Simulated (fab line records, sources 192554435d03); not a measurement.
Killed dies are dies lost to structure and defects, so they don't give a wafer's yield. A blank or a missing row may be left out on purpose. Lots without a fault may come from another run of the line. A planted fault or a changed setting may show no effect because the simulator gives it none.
fab line records | flow n5_finfet
record lots=6 wafers=18 last_day=18
route steps=1938 shown HKMG_FIN@450 GATE_CUT@465 BEOL_M4@1111 PASSIVATION@1936
lots that met no fault: from a run of the same line without faults
start_h: hours from the record's first day to the start of the lot's first wafer shown | wait_h: hours since the lot's step before | " the same as in the row above | L1.1+2: a row that stands for several wafers | - no value, or no start given | * or withheld: withheld | < > ~ a bound
route shown NAME@n: a module of which the file shows steps, and the number in the route of the first | usual: mean/standard deviation of fault-free wafers | same: alike in all rows | chamber/n: place in a boat | sites: the reading at each site | _std_site: their standard deviation | _edge_site: outer sites' mean less inner sites' | radius_mm: how far each site lies from the wafer's centre | mask NAME#n: copy n | behind: the tool/chamber that last shaped the wafer | hold: why the lot was held/for how many hours/how that ended | device: the transistor (n, p or np) that didn't switch | end of line: the same wafers' tests at the end of the route | a step without rows: its recipe alone | killed: dies lost to structure and defects at the first sort, not the wafer's yield | map: a wafer's dies, x killed, . not, _ none there
set.NAME: the setting as run; set.NAME@STEP: as run at that earlier step | model.NAME: the simulator's own value behind a step, which no gauge read
lots at some steps of the route; a table a step, a row a wafer
services: from which hour (start_h, from the record's first day; less than 0 if before it) a tool's chamber was out of use, for how many hours, and why
## steps
# step N5_HKMG_FIN_COAT_66
# recipe resist=SOC temp_c=250 time_s=60 spin_rpm=1500 resist_thk_nm=300
# step N5_HKMG_FIN_ETCH_67
# recipe chemistry=N2/H2 target=SOC target_depth_a=3889 stop_on=TiN ion_energy_ev=100 bias_w=61 pressure_mtorr=30 source_w=850 n2_flow_sccm=200 h2_flow_sccm=200
# usual drypump_motor_current_A=5.9/0.44 n2_flow_sccm=200.0/0.58 oes_product_au=0.74/0.07 rf_vpp_V=240.9/1.4 showerhead_plenum_p_Torr=2.55/0.086 throttle_valve_pct=17.83/0.2
# columns lot.wafer tool chamber start_h wait_h drypump_motor_current_A n2_flow_sccm oes_product_au rf_hours_counter_h rf_vpp_V showerhead_plenum_p_Torr throttle_valve_pct
L850.2 rie_diel-03 0 81.77 - 6.3 200.1 0.69 207 241.0 2.52 17.88
L850.4 " 1 " " 6.3 200.7 0.80 88 239.8 2.56 17.67
L850.6 " 2 " " 5.5 201.3 0.69 - 240.5 2.50 17.79
L862.2 rie_diel-03 0 160.20 - 6.2 199.6 0.67 231 240.7 2.51 17.94
L862.3 " 1 " " 6.4 200.0 0.78 113 240.3 2.55 17.68
L862.6 " 0 " " 6.3 199.3 0.68 - 240.0 2.51 17.95
L866.2 rie_diel-03 2 183.63 - 5.5 200.0 0.67 243 239.8 2.49 17.83
L866.4 " 3 " " 5.9 200.5 0.71 196 240.5 2.54 17.67
L866.6 " 3 " " 5.9 200.0 0.71 - 239.3 2.54 17.69
L867.3 rie_diel-02 1 192.44 - 5.4 200.7 0.71 187 240.6 2.65 17.81
L867.4 " 3 " " 6.0 201.1 0.83 - 239.8 2.46 17.75
L867.5 " 1 " " 5.4 200.4 0.70 - 241.0 2.65 17.81
L870.3 rie_diel-02 2 208.09 - 5.8 199.7 0.97 1 239.4 2.48 17.63
L870.5 " 2 " " 5.8 200.0 0.96 - 239.5 2.48 17.62
L870.6 " 1 " " 5.4 199.1 0.71 - 241.9 2.65 17.83
L872.2 rie_diel-02 0 226.01 - 6.4 199.2 0.73 164 237.9 2.33 17.93
L872.4 " 1 " " 5.4 199.6 0.70 202 241.5 2.64 17.83
L872.6 " 0 " " 6.4 200.1 0.73 - 238.0 2.33 17.94
# step N5_HKMG_FIN_STRIP_90
# recipe chemistry=N2/H2 material=SOC time_s=20 power_w=500 temp_c=40 pressure_mtorr=50 rf_frequency_hz=6e+07 bias_power_w=8 h2_frac=0.5 n2_flow_sccm=300 h2_flow_sccm=300
# step N5_HKMG_FIN_WET_ETCH_73
# recipe chemistry=SC1 mix=1:2:40 temp_c=50 time_s=42.3 target_depth_nm=1.3 dry=ipa_marangoni rinse_time_s=30 rinse_temp_c=23
# step N5_HKMG_FIN_ETCHBACK_68
# recipe chemistry=Cl2/Ar stop_on=HfO2 target_depth_a=5 pressure_mtorr=10 icp_w=600 bias_w=60 Cl2_flow_sccm=40 Ar_flow_sccm=60
# usual drypump_motor_current_A=5.9/0.4 oes_product_au=0.71/0.071 throttle_valve_pct=21.04/0.14
# columns lot.wafer tool chamber start_h wait_h drypump_motor_current_A oes_product_au rf_hours_counter_h throttle_valve_pct
L850.2 rie_metal-02 0 81.99 0.0 5.7 0.63 119 20.97
L850.4 " 0 " " 5.7 0.63 - 20.97
L850.6 " 0 " " 5.7 0.63 - 20.96
L862.2 rie_metal-01 0 160.69 0.0 6.1 0.62 105 21.21
L862.3 " 0 " " 6.1 0.63 - 21.21
L862.6 " 1 " " 5.9 0.71 - 20.74
L866.2 rie_metal-01 1 184.01 0.2 6.0 0.71 75 20.73
L866.4 " 0 " " 6.1 0.62 - 21.21
L866.6 " 0 " " 6.1 0.62 - 21.20
L867.3 rie_metal-03 0 192.69 0.1 5.9 0.81 - 21.02
L867.4 " 1 " " 6.4 0.69 - 21.07
L867.5 " 0 " " 5.9 0.81 - 21.03
L870.3 rie_metal-03 0 208.35 0.1 5.9 0.81 - 21.03
L870.5 " 0 " " 5.9 0.81 - 21.04
L870.6 " 1 " " 6.4 0.69 - 21.06
L872.2 rie_metal-03 0 226.26 0.1 5.9 0.80 34 21.04
L872.4 " 0 " " 5.9 0.80 - 21.04
L872.6 " 0 " " 5.9 0.80 - 21.03
# step N5_HKMG_FIN_STRIP_69
# recipe chemistry=N2/H2 power_w=2500 temp_c=300 h2_frac=0.65 time_s=360 pressure_mtorr=withheld n2_flow_sccm=1750 h2_flow_sccm=3250
# usual drypump_motor_current_A=5.53/0.26 heater_power_w=469/36 n2_flow_sccm=1750/4.8 temp_c=299.99/0.18
# columns lot.wafer tool chamber start_h wait_h drypump_motor_current_A heater_power_w n2_flow_sccm rf_hours_counter_h temp_c
L850.2 plasma_asher-02 1 82.13 0.1 5.34 508 1751 38 299.91
L850.4 " 0 " " 5.35 477 1746 - 299.89
L850.6 " 0 " " 5.35 486 1744 - 300.06
L862.2 plasma_asher-02 0 160.83 0.1 5.36 496 1750 52 300.08
L862.3 " 0 " " 5.36 488 1749 - 300.00
L862.6 " 1 " " 5.35 505 1751 - 299.98
L866.2 plasma_asher-02 0 184.16 0.1 5.35 491 1749 56 300.12
L866.4 " 1 " " 5.35 494 1748 - 299.94
L866.6 " 1 " " 5.37 491 1745 - 299.85
L867.3 plasma_asher-01 1 192.91 0.2 6.05 421 1746 - 300.09
L867.4 " 0 " " 5.74 431 1746 - 300.12
L867.5 " 1 " " 6.07 417 1753 - 300.12
L870.3 plasma_asher-02 0 208.57 0.2 5.35 490 1755 - 299.99
L870.5 " 0 " " 5.35 488 1755 - 300.09
L870.6 " 1 " " 5.36 492 1754 - 299.81
L872.2 plasma_asher-02 0 226.40 0.1 5.35 487 1747 65 299.70
L872.4 " 1 " " 5.35 507 1748 - 299.72
L872.6 " 1 " " 5.36 504 1750 - 299.47
# step N5_HKMG_FIN_ALD_21
# recipe material=TiN target_thk_a=15 temp_c=400 ald_precursor_family=TiCl4 ald_co_reactant=NH3 pulse_time_s=1 purge_time_s=3 co_reactant_purge_time_s=2 co_reactant_pulse_time_s=2 ald_cycles=68 pressure_torr=3
# step N5_HKMG_FIN_ALD_72
# recipe material=W target_thk_a=20 temp_c=300 pressure_torr=7.5 ald_precursor_family=WF6 ald_co_reactant=B2H6 pulse_time_s=1 purge_time_s=2 co_reactant_purge_time_s=2 co_reactant_pulse_time_s=3 ald_cycles=7
# usual heater_power_w=539/82 precursor_pulse_height_rel=1.000/0.019
# columns lot.wafer tool chamber start_h wait_h heater_power_w precursor_pulse_height_rel
L850.2 cvd_w-01 1 82.88 0.2 475 1.022
L850.4 " 0 " " 523 1.009
L850.6 " 0 " " 519 0.991
L862.2 cvd_w-02 1 161.57 0.2 655 0.997
L862.3 " 0 " " 469 0.955
L862.6 " 0 " " 472 0.984
L866.2 cvd_w-01 0 184.91 0.2 524 0.984
L866.4 " 0 " " 534 0.994
L866.6 " 0 " " 529 0.999
L867.3 cvd_w-02 0 193.56 0.2 468 0.990
L867.4 " 1 " " 659 0.995
L867.5 " 0 " " 470 0.999
L870.3 cvd_w-02 0 209.21 0.2 467 1.029
L870.5 " 1 " " 668 0.996
L870.6 " 0 " " 466 0.974
L872.2 cvd_w-02 1 227.15 0.2 662 0.977
L872.4 " 1 " " 648 1.020
L872.6 " 0 " " 473 0.968
# step N5_HKMG_FIN_W_FILL_22
# recipe material=W target_thk_a=600 temp_c=400 pressure_torr=39.4 time_s=18.2
# usual heater_power_w=961/150 throttle_valve_pct=18.8/0.45
# columns lot.wafer tool chamber start_h wait_h heater_power_w throttle_valve_pct
L850.2 cvd_w-01 1 82.94 0.0 867 18.7
L850.4 " 0 " " 952 19.3
L850.6 " 0 " " 910 19.4
L862.2 cvd_w-02 1 161.64 0.0 1176 18.4
L862.3 " 0 " " 821 18.9
L862.6 " 0 " " 842 19.0
L866.2 cvd_w-01 0 184.97 0.0 933 19.5
L866.4 " 0 " " 933 19.5
L866.6 " 0 " " 911 19.5
L867.3 cvd_w-02 0 193.61 0.0 832 19.2
L867.4 " 1 " " 1185 18.6
L867.5 " 0 " " 839 19.1
L870.3 cvd_w-02 0 209.26 0.0 818 19.0
L870.5 " 1 " " 1166 18.2
L870.6 " 0 " " 824 18.9
L872.2 cvd_w-02 1 227.21 0.0 1177 18.5
L872.4 " 1 " " 1160 18.5
L872.6 " 0 " " 835 18.9
# step N5_HKMG_FIN_PRECLEAN_83
# recipe chemistry=DIW time_s=57.5 temp_c=23
# step N5_HKMG_FIN_SRD_84
# recipe dry_time_s=32 dry=n2_spin spin_rpm=1500
# step N5_HKMG_FIN_CMP_23
# recipe stop_on=SiNx t_overpolish_s=10 post_cmp_clean=rinse_only down_force_psi=4 platen_rpm=50.289 pad_velocity_m_s=1.0006 target_thk_nm=46.326
# step N5_HKMG_FIN_CMP_94
# recipe stop_on=SiNx post_cmp_clean=w_dilute_nh4oh t_overpolish_s=4.7 down_force_psi=4 platen_rpm=50.289 pad_velocity_m_s=1.0006 target_thk_nm=43.299
# usual head_pressure_psi=4.000/0.0084 motor_current_A=12.3/1.1 pad_life_wafers=1124/460 platen_rpm=50.295/0.03 retaining_ring_pressure_frac=1.000/0.0047 slurry_flow_ml_min=149.9/0.49
# same t_overpolish_s=4.7
# columns lot.wafer tool chamber start_h wait_h head_pressure_psi motor_current_A pad_life_wafers platen_rpm retaining_ring_pressure_frac slurry_flow_ml_min
L850.4 cmp-03 0 83.56 0.3 3.998 12.2 283 50.329 0.999 150.1
L850.2 " 2 " " 4.017 11.8 285 50.247 0.994 150.4
L850.6 " 0 " " 3.997 12.1 - 50.316 1.002 149.8
L862.2 cmp-02 1 162.28 0.3 4.005 12.2 1712 50.276 0.999 149.5
L862.3 " 2 " " 4.007 11.8 1713 50.329 1.002 150.5
L862.6 " 0 " " 3.998 12.6 - 50.372 1.003 149.8
L866.2 cmp-02 3 185.59 0.3 3.995 11.3 1903 50.245 1.002 149.8
L866.4 " 1 " " 4.005 12.8 1905 50.324 0.997 150.4
L866.6 " 2 " " 4.001 11.9 - 50.303 1.005 150.9
L867.4 cmp-02 0 194.19 0.4 3.998 13.0 1962 50.313 1.002 149.1
L867.3 " 2 " " 3.996 11.4 1964 50.307 1.003 149.8
L867.5 " 0 " " 4.013 12.7 - 50.278 1.006 149.0
L870.3 cmp-01 0 209.85 0.4 3.990 11.5 1638 50.256 1.005 149.8
L870.6 " 0 " " 4.007 11.6 - 50.276 1.008 149.5
L870.5 " 1 " " 4.014 12.0 - 50.274 0.997 150.2
L872.2 cmp-03 3 227.83 0.3 3.999 14.6 1417 50.334 0.994 149.9
L872.4 " 0 " " 4.006 11.8 1418 50.299 0.995 149.7
L872.6 " 2 " " 3.993 12.4 - 50.255 1.000 150.0
# step N5_HKMG_FIN_INSPECT_28
# recipe inspect_instrument=darkfield mode=post_cmp
# usual raw_defect_count=41/17
# columns lot.wafer tool chamber start_h wait_h raw_defect_count
L850.2 defect_inspect-01 - 83.76 0.0 26
L850.4 " - " " 43
L850.6 " - " " 37
L862.2 defect_inspect-02 - 162.45 0.0 30
L862.3 " - " " 43
L862.6 " - " " 23
L866.2 defect_inspect-01 - 185.79 0.0 20
L866.4 " - " " 34
L866.6 " - " " 806
L867.3 defect_inspect-02 - 194.42 0.0 764
L867.4 " - " " 15
L867.5 " - " " 25
L870.3 defect_inspect-01 - 210.08 0.0 29
L870.5 " - " " 19
L870.6 " - " " 24
L872.2 defect_inspect-01 - 228.03 0.0 72
L872.4 " - " " 38
L872.6 " - " " 73
# step N5_GATE_CUT_ETCHBACK_00
# recipe chemistry=SF6/Cl2 target=W pressure_mtorr=8 icp_w=900 bias_w=80 SF6_flow_sccm=40 Cl2_flow_sccm=60
# step N5_BEOL_M4_RC_MEAS_101
# usual DIBL_N=35.9/1.8 DIBL_P=36.2/2 IOFF_N=0.16/0.031 IOFF_P=0.22/0.041 ION_N=676/11 ION_P=465/8.5 SS_N=71.4/0.64 SS_P=73.2/0.7 VT_N=250/3.5 VT_P=-250/3.9
# columns lot.wafer tool chamber start_h wait_h DIBL_N[mV/V] DIBL_P[mV/V] IOFF_N[nA/um] IOFF_P[nA/um] ION_N[uA/um] ION_P[uA/um] SS_N[mV/dec] SS_P[mV/dec] VT_N[mV] VT_P[mV]
L850.2 prober-02 0 172.51 0.2 35.8 37.0 0.15 0.20 674 457 71.0 73.6 250 -251
L850.4 " 0 " " 35.8 37.4 0.16 0.22 690 477 71.3 72.8 251 -252
L850.6 " 0 " " 37.2 39.3 0.17 0.23 669 463 72.1 73.7 250 -249
L862.2 prober-01 0 252.18 0.2 35.5 38.2 0.18 0.24 689 474 71.0 73.8 247 -250
L862.3 " 0 " " 33.3 35.5 0.13 0.19 672 463 70.8 73.3 252 -253
L862.6 " 0 " " 33.6 35.4 0.13 0.20 667 455 70.7 72.6 254 -254
L866.2 prober-01 0 270.01 0.2 36.4 36.7 0.18 0.20 678 456 71.6 73.3 245 -249
L866.4 " 0 " " 38.6 39.7 0.24 0.25 682 462 72.3 74.4 242 -249
L866.6 " 0 " " 35.2 35.2 0.16 0.18 674 457 71.1 73.5 247 -254
L867.3 prober-02 0 284.97 0.3 36.9 37.2 0.17 0.24 692 480 70.4 74.2 248 -248
L867.4 " 0 " " 37.2 38.5 0.16 0.27 672 471 70.6 74.6 249 -244
L867.5 " 0 " " 38.0 38.1 0.18 0.27 676 472 71.4 73.8 246 -244
L870.3 prober-01 0 303.57 0.3 37.8 37.4 0.22 0.26 692 476 72.9 74.4 243 -246
L870.5 " 0 " " 36.3 35.7 0.18 0.24 684 465 71.9 73.1 248 -249
L870.6 " 0 " " 34.6 33.0 0.15 0.19 670 459 71.1 72.4 250 -251
L872.2 prober-02 0 321.27 0.2 38.6 38.9 0.17 0.19 665 449 71.3 73.4 251 -254
L872.4 " 0 " " 34.5 34.8 0.11 0.14 645 443 70.4 72.2 254 -258
L872.6 " 0 " " 32.4 31.9 0.09 0.12 651 448 70.3 71.7 259 -260
# step N5_PASSIVATION_PROBE_49
# usual defect_limited_yield=91.3/1.3 killed_at_M0_to_M3=35/9.3 killed_at_M4_up=14/5.2 killed_at_contacts=12/5.9 killed_at_front_end=38/11 killed_at_other=4/3.7 killed_dies=103/15 killed_on_rim=14/4 killed_open=67/12 killed_short=34/8 sort_bin_5_function=5.1/0.88 sort_bin_6_memory=3.3/0.65 sort_n_pass=1077/15 sort_yield_pct=91.3/1.3
# same gross_dies=1180 killed_at_back_side=0 sort_bin_4_leakage[%]=0 sort_bin_8_speed[%]=0
# columns lot.wafer tool chamber start_h wait_h defect_limited_yield[%] killed_at_M0_to_M3 killed_at_M4_up killed_at_contacts killed_at_front_end killed_at_other killed_dies killed_on_rim killed_open killed_short sort_bin_5_function[%] sort_bin_6_memory[%] sort_n_pass sort_yield_pct[%]
L866.6 prober-01 - 384.79 0.3 47.8 25 2 14 570 5 616 86 49 31 33.6 15.9 564 47.8
L867.3 prober-02 - 394.42 0.1 48.8 22 16 6 556 4 604 80 60 19 33.1 14.8 576 48.8
# killed by level:class
L866.6 HKMG_FIN:unspecified=536 FIN_SAQP:geometric_particle:open=10 MOL_CONTACT_COAG:geometric_particle:open=10 FIN_SAQP:geometric_particle:short=8 BEOL_M1:geometric_particle:open=8 BEOL_M0_SAQP:geometric_particle:short=6 DUMMY_GATE:geometric_particle:open=4 MOL_CONTACT_COAG:geometric_particle:short=4
L867.3 HKMG_FIN:unspecified=525 STI_FIN_REVEAL:geometric_particle:open=11 BEOL_M2:geometric_particle:open=9 DUMMY_GATE:geometric_particle:open=7 BEOL_M4:geometric_particle:open=7 MOL_CONTACT_COAG:geometric_particle:open=4 BEOL_M0:geometric_particle:open=4 BEOL_M3:geometric_particle:open=4
# map L866.6 (x killed, . not)
_________________.xxxx...xx.x________________
______________..xxx...x..x...xxx_____________
___________.xx..xxx..xxxxxx.xxx.xxx__________
__________x....xx.x..xxx.xx..x.x..xx_________
________.xx.x.x..x....xxxxx..x.x....xx_______
_______x.x.xxxxxxxx....xxx.xxxxx.....xx______
______x...x..x.xxx..x....x...x.x.xx...x._____
_____x....x.xx.xxx.xx.xx.x..xx.xx.x...x..____
____....xx.xxx.x.xxx.x..xx.xx.x.x.x.x....x___
___xx..x..xx...xx.x...xxxx.xxx.x.x.x.xxx.xx__
___...x..xx.x.....xxxxx..xxx..xx.x.xx..xx..__
__.x.xxx.........x....x.x.x..xxx.xx.....x.x._
__..xxxxx.xx..x..xx..xxxx..xxxx.x.x..x...xxx_
_x.xx.xxxxxx.x.x...xxxx.xx......xx.x.xxxxxxx.
_.x.x.xx.x...x.xx.....x..x..x...x.xxxxx....xx
_x.x.x.xxx...xxx...........xxx..xxx..xxx...x.
_xx.xxx.xxx.x..x..x.x.xxx.xxxxx..xxxx.x.x....
_x..xxx.xxxxxxxx....xxx.....xx..x..x...x.....
_x.x.xxx.x...x.xxx..xxxxx.x....x.xx..x..xxxx.
_xx.xx.xx....xxxx..x....xxx...x...x...xxxx..x
_xxx.x.xxx.xxxxxx.xxx.xxxxx.xxxx.x..xx.x.xx.x
__..xxx.xx.xxx.xx..xxxxxxx.x.xx.x...x.xxxx.._
__x..x..xx..x.x..xx.x.xx..xxxxxx..x..xxxx.x._
___x...x.xxx..xx....xxxx.x...x.x..xxxxxx.xx__
___...xx...x.xxxx...x.xx...xx..x.x.xxx.xxxx__
____.xxx.xx.x.x.x.x..x....x.x.x..xx.xxx..x___
_____xxxxx.x....xxxxxxx......x...x....xx.____
______xxxxxxxxxxxxxxxx.x.xx..x....xxx.xx_____
_______xx.....xxxxxxxx..x.xxx...xxxx...______
________x.xx...xx......xx.x..xx..x..xx_______
__________.....x....x...x...xxxxxxxx_________
___________xx..x..xxxxx.....x.xx...__________
______________xx.x....x.x...x.x._____________
_________________..xxxx.x....________________
# map L867.3 (x killed, . not)
_________________xx...xxxx.xx________________
______________...xx.x.x.xxx.xxxx_____________
___________....xxxx.....xx.x.x.xxxx__________
__________xxxxxxxxx....x...xx.x.xxx._________
________..xxxxxx.x.xx.......x..x.x...x_______
_______.x.x.....xxx..x...x.x.....x....x______
______..xx.xxx..x.x.....x..xx...x.x.x.xx_____
_____..xx..xx.x.x..x.....xxxxx..xx.xx.x..____
____..xxx..xxx..xxxxxx......x.x...xxx...x.___
___x......x.x..xx.xx.x.xx.x....xx.x..xxx.x.__
___.xx..xxx.x.x..xxxx...x.xx.x.xxx..x.x.xx.__
__x...xx..x.xxxxx.x.xxxx..xx.x......xx.x..xx_
__x.xx.x.xxxx.x...x..x.x..x.....x...xxxx..xx_
_xx..xxxx.xx.x..x..x.x.x..xx...x..xx.x.xx.x.x
_x.x.x...x.x...x...x...xx..xxx.xxx.x.xx..xx..
_xx......x..x.x..x...xxx.x..x..x.x.xx...x.xxx
_x....x..x.x.......x...x.xxxxxx.xx...xxxxxxx.
_x.xx.x...xx..x.x.x...xxxxx....xx..x....x....
_x.xx....x.xxx.xx..x..xx.x...x..xxxxxxx......
_...x....x.x.xxx....xx..x.xx.xxx..xx..xx.x...
_.x..xx..xxxx...xx..x.xxx.x....xxxx.xx.x.xxx.
__.xxxxxx..xx.....x.xx.x..xx..x.xxxxxxxxx.x._
__x..xxx.x..xxxxxx.x..x..x.xxxxxxx..xx.xx..._
___.x.xxx.xxxx.....xxxxxxxx..xxx.x..x.xx.x.__
___....x.xxxx.x..xxxx..x..x....xxxx.xxxx.xx__
____.xxxx.x.xx...x.xxxxxxxx.x.......x.xx.x___
_____xxxx...x.xx.xxxxxxxxxx..xx.x...xx.xx____
______..x.xx.x...x..xx..xxx...x..xxx.x.x_____
_______xxxxx...x...xxxx..x....xxx.x..xx______
________x.xx..xx..xxxxxxxxx...xx.x...._______
__________xxx..xxx..xx.x.x..x..x.x.x_________
___________.xxxxxxx.x.x...xxx.xxxx.__________
______________.x.x..xxxx..xx..x._____________
_________________xxx.x..x.xx.________________
## services
# columns tool chamber start_h hours kind
cvd_w-01 - 68.41 0.4 repair
rie_metal-01 1 71.08 5.0 repair
cmp-02 - 74.21 4.6 pm
cvd_w-01 0 75.34 2.7 repair
cmp-02 - 79.54 1.6 repair
rie_metal-01 0 92.80 5.8 repair
cvd_w-01 - 93.56 2.9 repair
rie_metal-03 - 94.20 1.7 repair
cmp-02 - 122.65 1.1 repair
cvd_w-02 0 123.21 2.2 repair
cvd_w-01 1 127.57 5.6 repair
rie_metal-03 0 133.50 1.7 repair
cmp-02 - 141.44 0.3 repair
rie_metal-03 1 153.81 8.6 repair
cvd_w-01 0 155.75 9.0 repair
rie_metal-03 - 174.36 2.8 pm
plasma_asher-02 - 180.79 0.7 repair
cvd_w-01 1 185.92 11.4 repair
rie_metal-03 - 195.21 10.0 pm
cmp-03 - 198.46 2.4 repair
rie_metal-03 - 209.18 0.2 repair
cmp-02 - 210.90 4.0 pm
rie_diel-03 1 217.32 3.5 repair
cvd_w-01 - 227.37 6.0 pm
## key
first_sign step=N5_HKMG_FIN_INSPECT_28 reading=raw_defect_count direction=up sigmas=43 usual=41 struck=785
effect step=N5_PASSIVATION_PROBE_49 reading=killed_at_front_end direction=up sigmas=50 usual=38 struck=563
more_kills_born_at N5_HKMG_FIN_CMP_94@cmp-02=1061
met_at N5_HKMG_FIN_CMP_94
struck_wafers L866.6,L867.3
onset_between 162.28 185.59
fault kind=chamber_particle_source tool=cmp-02 chamber=2 onset_h=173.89 steps=N5_HKMG_FIN_CMP_94 rate_per_visit_cm2=1.1387 end_h=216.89
